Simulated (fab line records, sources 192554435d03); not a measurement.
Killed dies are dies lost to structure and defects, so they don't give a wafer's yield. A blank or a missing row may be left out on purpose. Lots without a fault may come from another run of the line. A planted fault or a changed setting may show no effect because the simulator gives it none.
Which tool did it? | flow n5_finfet | 9 lots, 27 wafers sampled, at 7 steps of a route of 1938

WHAT THE GAUGES READ, wafer by wafer
N5_BEOL_M4_RC_MEAS_101. Usual: DIBL_N 36.4 mV/V, standard deviation 1.3; DIBL_P 36.5 mV/V, standard deviation 1.7; IOFF_N 0.154 nA/um, standard deviation 0.022; IOFF_P 0.202 nA/um, standard deviation 0.025; ION_N 671 uA/um, standard deviation 9.8; ION_P 460 uA/um, standard deviation 6.8; SS_N 71.6 mV/dec, standard deviation 0.54; SS_P 73.4 mV/dec, standard deviation 0.58; VT_N 250.9 mV, standard deviation 2.8; VT_P -251.4 mV, standard deviation 2.7.
lot  | measured     | on        | DIBL_N (mV/V)  | DIBL_P (mV/V)  | IOFF_N (nA/um)    | IOFF_P (nA/um)    | ION_N (uA/um) | ION_P (uA/um) | SS_N (mV/dec)  | SS_P (mV/dec)  | VT_N (mV)         | VT_P (mV)            | flag
L947 | day 7 23:53  | prober-01 | 39.0 39.4 40.5 | 37.2 37.7 39.9 | 0.176 0.183 0.224 | 0.213 0.222 0.259 | 686 683 697   | 469 461 477   | 73.3 72.5 72.8 | 74.2 74.1 74.2 | 247.0 247.6 244.5 | -251.2 -249.5 -250.8 |
L954 | day 10 04:04 | prober-02 | 35.0 35.8 35.1 | 35.0 36.2 34.2 | 0.147 0.169 0.147 | 0.186 0.206 0.174 | 666 679 666   | 460 465 449   | 71.6 71.2 71.5 | 73.4 73.2 73.8 | 252.3 249.0 252.8 | -252.5 -253.1 -252.6 |
L957 | day 10 04:52 | prober-01 | 37.0 36.2 35.5 | 36.6 35.5 34.2 | 0.162 0.148 0.134 | 0.231 0.208 0.188 | 680 674 671   | 472 463 462   | 71.5 71.1 71.2 | 73.0 72.7 71.7 | 248.9 249.8 249.6 | -249.5 -251.7 -250.8 |
L959 | day 10 14:14 | prober-01 | 35.9 35.8 35.6 | 38.8 39.1 38.8 | 0.157 0.153 0.147 | 0.192 0.191 0.182 | 673 665 672   | 458 458 452   | 71.7 71.6 71.8 | 73.6 73.8 73.1 | 249.1 251.6 252.3 | -254.4 -251.8 -254.5 |
L960 | day 10 14:43 | prober-02 | 36.2 35.1 34.2 | 36.7 35.4 33.9 | 0.164 0.143 0.132 | 0.205 0.187 0.176 | 681 671 671   | 464 459 458   | 71.7 71.8 71.3 | 72.6 72.5 72.5 | 250.9 252.5 251.3 | -250.8 -251.6 -253.4 |
L962 | day 11 21:14 | prober-01 | 37.2 35.0 36.2 | 35.4 34.6 35.3 | 0.176 0.140 0.156 | 0.210 0.197 0.205 | 665 667 663   | 452 457 456   | 72.6 72.0 71.8 | 73.9 73.3 73.6 | 250.9 252.5 250.5 | -251.1 -249.8 -248.8 |
L961 | day 11 21:34 | prober-02 | 35.3 36.9 35.7 | 35.9 37.8 35.5 | 0.150 0.181 0.150 | 0.196 0.220 0.189 | 689 689 674   | 471 467 462   | 71.5 72.5 71.9 | 73.8 73.8 73.2 | 247.1 248.2 249.2 | -252.5 -249.6 -251.8 |
L965 | day 12 06:35 | prober-02 | 38.0 37.6 37.0 | 37.3 37.1 36.4 | 0.181 0.163 0.157 | 0.232 0.225 0.221 | 661 672 671   | 451 461 463   | 72.6 72.0 71.7 | 73.1 73.5 73.4 | 249.9 252.3 250.5 | -248.6 -251.1 -250.3 |
L966 | day 12 18:36 | prober-01 | 35.8 38.0 36.2 | 35.5 37.1 35.9 | 0.135 0.161 0.139 | 0.225 0.260 0.243 | 662 656 655   | 466 461 458   | 70.9 72.7 71.7 | 73.0 73.9 73.3 | 253.4 249.9 252.5 | -250.0 -247.8 -245.9 |

N5_BEOL_M15_THK_MEAS_50: measures by xrf. Usual: M15_THK 857 nm, standard deviation 15.
lot  | measured     | on            | M15_THK (nm) | flag
L947 | day 11 15:05 | film_metro-02 | 846 845 843  |
L954 | day 14 05:43 | film_metro-02 | - - -        | OFF
L957 | day 14 04:59 | film_metro-01 | - - -        | OFF
L959 | day 14 17:50 | film_metro-02 | 891 863 860  |
L960 | day 14 04:49 | film_metro-02 | 859 880 852  |
L962 | day 15 18:02 | film_metro-02 | 870 852 852  |
L961 | day 15 13:10 | film_metro-01 | 846 837 851  |
L965 | day 15 23:18 | film_metro-02 | 865 849 846  |
L966 | day 16 11:03 | film_metro-01 | 859 887 867  |

N5_BEOL_M15_RS_MEAS_54: measures by four-point-probe. Usual: M15_RS 0.0214 ohm/sq, standard deviation 0.00034.
lot  | measured     | on            | M15_RS (ohm/sq)      | flag
L947 | day 11 15:13 | film_metro-01 | 0.0215 0.0214 0.0215 |
L954 | day 14 05:50 | film_metro-02 | 31.700 31.623 31.508 | OFF
L957 | day 14 05:07 | film_metro-02 | 32.650 32.640 32.728 | OFF
L959 | day 14 17:58 | film_metro-01 | 0.0207 0.0214 0.0214 |
L960 | day 14 04:57 | film_metro-02 | 0.0215 0.0209 0.0217 |
L962 | day 15 18:10 | film_metro-02 | 0.0209 0.0214 0.0215 |
L961 | day 15 13:18 | film_metro-02 | 0.0216 0.0219 0.0216 |
L965 | day 15 23:26 | film_metro-02 | 0.0211 0.0215 0.0215 |
L966 | day 16 11:11 | film_metro-02 | 0.0214 0.0207 0.0213 |

WHICH TOOL RAN EACH LOT (tool, then ch and the chambers of the sampled wafers, then the start)
lot  | N5_BEOL_M15_SPUTTER_43       | N5_BEOL_M15_ECD_47             | N5_BEOL_M15_CMP_49            | N5_BEOL_M15_DEP_53
L947 | pvd_sputter-01, day 11 13:58 | ecd_cu-02 ch 0,1, day 11 14:15 | cmp-01 ch 0,3, day 11 14:50   | pecvd-01 ch 0,1,2, day 11 15:09
L954 | pvd_sputter-01, day 14 03:43 | ecd_cu-02 ch 0,1, day 14 04:11 | cmp-01 ch 1,3, day 14 05:25   | pecvd-03 ch 0,1,2, day 14 05:46
L957 | pvd_sputter-02, day 14 03:43 | ecd_cu-01 ch 0,1, day 14 03:59 | cmp-02 ch 0,2,3, day 14 04:41 | pecvd-04 ch 0,1, day 14 05:03
L959 | pvd_sputter-03, day 14 16:43 | ecd_cu-01 ch 0,1, day 14 16:59 | cmp-03 ch 1,2,3, day 14 17:33 | pecvd-04 ch 0,1,2, day 14 17:54
L960 | pvd_sputter-03, day 14 03:42 | ecd_cu-02 ch 0,1, day 14 03:58 | cmp-01 ch 0,1,2, day 14 04:34 | pecvd-03 ch 1,2, day 14 04:53
L962 | pvd_sputter-01, day 15 16:55 | ecd_cu-02 ch 0,1, day 15 17:12 | cmp-02 ch 0,1, day 15 17:44   | pecvd-03 ch 0,2, day 15 18:06
L961 | pvd_sputter-01, day 15 12:04 | ecd_cu-02 ch 0,1, day 15 12:20 | cmp-03 ch 0,2, day 15 12:55   | pecvd-04 ch 0,1,2, day 15 13:14
L965 | pvd_sputter-02, day 15 22:00 | ecd_cu-01 ch 0, day 15 22:16   | cmp-01 ch 0,3, day 15 23:01   | pecvd-01 ch 1,2, day 15 23:22
L966 | pvd_sputter-03, day 16 09:40 | ecd_cu-02 ch 0,1, day 16 09:57 | cmp-03 ch 0,2,3, day 16 10:48 | pecvd-03 ch 0,1, day 16 11:07
- N5_BEOL_M15_SPUTTER_43: material TaN, target thk 15 nm, time 24.19 s.
- N5_BEOL_M15_ECD_47: material Cu, target thk 1860 nm.
- N5_BEOL_M15_CMP_49: polishes, stops on SiO2, t overpolish 4.9 s, target thk 850 nm.
- N5_BEOL_M15_DEP_53: deposits SiCN from 3MS/NH3, target thk 50 nm, time 17.8 s.

WHAT THE TOOLS THEMSELVES READ (means of the sampled wafers that have a number; where no wafer has one, the mark that the record gives instead)
N5_BEOL_M15_SPUTTER_43. Usual: throttle_valve_pct 29.7 %, standard deviation 0.99.
lot  | tool           | throttle_valve_pct (%) | flag
L947 | pvd_sputter-01 | 29.6                   |
L954 | pvd_sputter-01 | 29.6                   |
L957 | pvd_sputter-02 | 29.1                   |
L959 | pvd_sputter-03 | 30.4                   |
L960 | pvd_sputter-03 | 31.3                   |
L962 | pvd_sputter-01 | 29.8                   |
L961 | pvd_sputter-01 | 29.6                   |
L965 | pvd_sputter-02 | 29.5                   |
L966 | pvd_sputter-03 | 29.9                   |

N5_BEOL_M15_CMP_49. Usual: clearing_platen_down_force_psi 2.000 psi, standard deviation 0.0043; clearing_platen_rpm 80.00 rpm, standard deviation 0.04; edge_zone_pressure_frac 1.000, standard deviation 0.0052; motor_current_A 8.2 A, standard deviation 0.8.
lot  | tool   | clearing_platen_down_force_psi (psi) | clearing_platen_rpm (rpm) | edge_zone_pressure_frac | motor_current_A (A) | flag
L947 | cmp-01 | 1.995                                | 80.04                     | 1.000                   | 8.6                 |
L954 | cmp-01 | 2.000                                | 80.00                     | 0.999                   | 8.6                 |
L957 | cmp-02 | 2.003                                | 80.01                     | 1.008                   | 7.5                 |
L959 | cmp-03 | 2.000                                | 80.01                     | 0.998                   | 8.2                 |
L960 | cmp-01 | 1.998                                | 80.03                     | 1.000                   | 8.6                 |
L962 | cmp-02 | 1.996                                | 79.95                     | 1.002                   | 9.3                 |
L961 | cmp-03 | 1.999                                | 79.97                     | 0.996                   | 8.4                 |
L965 | cmp-01 | 2.004                                | 80.00                     | 0.996                   | 8.3                 |
L966 | cmp-03 | 2.003                                | 79.95                     | 0.998                   | 8.6                 |

N5_BEOL_M15_DEP_53. Usual: showerhead_plenum_p_Torr 4.159 Torr, standard deviation 0.02; throttle_valve_pct 18.5 %, standard deviation 0.85.
lot  | tool     | showerhead_plenum_p_Torr (Torr) | throttle_valve_pct (%) | flag
L947 | pecvd-01 | 4.155                           | 18.8                   |
L954 | pecvd-03 | 4.169                           | 18.2                   |
L957 | pecvd-04 | 4.145                           | 18.8                   |
L959 | pecvd-04 | 4.154                           | 18.3                   |
L960 | pecvd-03 | 4.157                           | 18.1                   |
L962 | pecvd-03 | 4.153                           | 18.4                   |
L961 | pecvd-04 | 4.158                           | 18.2                   |
L965 | pecvd-01 | 4.151                           | 18.5                   |
L966 | pecvd-03 | 4.177                           | 18.4                   |

THE ANSWER, worked out from the rows above alone
Rule: a lot is off if the mean of its wafers that have a number lies more than 3 standard deviations from the usual mean. A lot without any number at a reading at which 4 lots or more have one is off too. The other lots that the step has rows for count as sound. The gauges are gone through in route order, then the tools' own readings, and for those a lot's mean is taken as printed above. The first step at which some lot is off is used, and at that step the reading that is off furthest; a lot without a number counts as furthest.
Off: L954, L957, at N5_BEOL_M15_THK_MEAS_50 (M15_THK). Without a number there: L954, L957.
A tool fits if, at a process step before that reading, it ran every lot that is off, and no sound lot after the first of them. The gauges at N5_BEOL_M15_THK_MEAS_50 are tried like those tools. None of those tried fits.

WHAT THE SIMULATOR HAD PUT IN
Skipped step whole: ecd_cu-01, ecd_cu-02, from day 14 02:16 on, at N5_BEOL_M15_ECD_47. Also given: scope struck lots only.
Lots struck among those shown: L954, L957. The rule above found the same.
